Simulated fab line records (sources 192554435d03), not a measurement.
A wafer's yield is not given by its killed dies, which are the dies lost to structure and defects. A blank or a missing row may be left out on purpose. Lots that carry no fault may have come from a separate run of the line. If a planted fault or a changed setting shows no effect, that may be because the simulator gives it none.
Chamber matching ; flow n5_finfet ; rie_diel-06 running N5_MOL_CONTACT_COAG_ETCH_66: 4 sister chambers
The step etches SiARC in CF4, target depth 13 nm, time 21.7 s. 8 wafers are shown with their chamber, then 8 later ones without.

## WAFERS PAIRED WITH THEIR CHAMBERS
wafer;chamber;drypump_motor_current_A (A);showerhead_plenum_p_Torr (Torr)
L075.4;2;6.2;2.20
L082.4;2;6.2;2.19
L084.2;0;5.9;2.21
L084.5;3;6.8;2.22
L086.2;1;5.2;2.22
L086.3;0;5.9;2.21
L086.4;3;6.7;2.22
L087.3;1;5.2;2.21

## WAFERS WITH NO CHAMBER GIVEN
wafer;drypump_motor_current_A (A);showerhead_plenum_p_Torr (Torr)
L087.4;5.9;2.21
L087.5;6.8;2.22
L088.3;5.2;2.21
L088.5;5.9;2.21
L088.6;5.2;2.21
L091.3;5.9;2.20
L091.4;6.8;2.22
L091.5;6.2;2.19

## WHICH CHAMBER EACH ONE RAN IN
wafer;from the rows above;in truth
L087.4;0;0
L087.5;3;3
L088.3;1;1
L088.5;0;0
L088.6;1;1
L091.3;0;0
L091.4;3;3
L091.5;2;2
Correct placement for 8 of the 8. From these rows, 0 cannot be placed. Number placed wrongly: 0.
How it was worked out, from the rows above alone: a wafer's distance from a chamber is the root of the sum, over the readings, of the square of ((its reading less the chamber's mean) divided by the reading's scatter). If the next closest chamber is less than 2 further off than the closest, the wafer can't be placed; otherwise it belongs to the closest. Each chamber's mean is taken over the wafers shown for it. The scatter: the root of (the sum of the squares of (reading less its chamber's mean) over the shown wafers, divided by (wafers less chambers)).
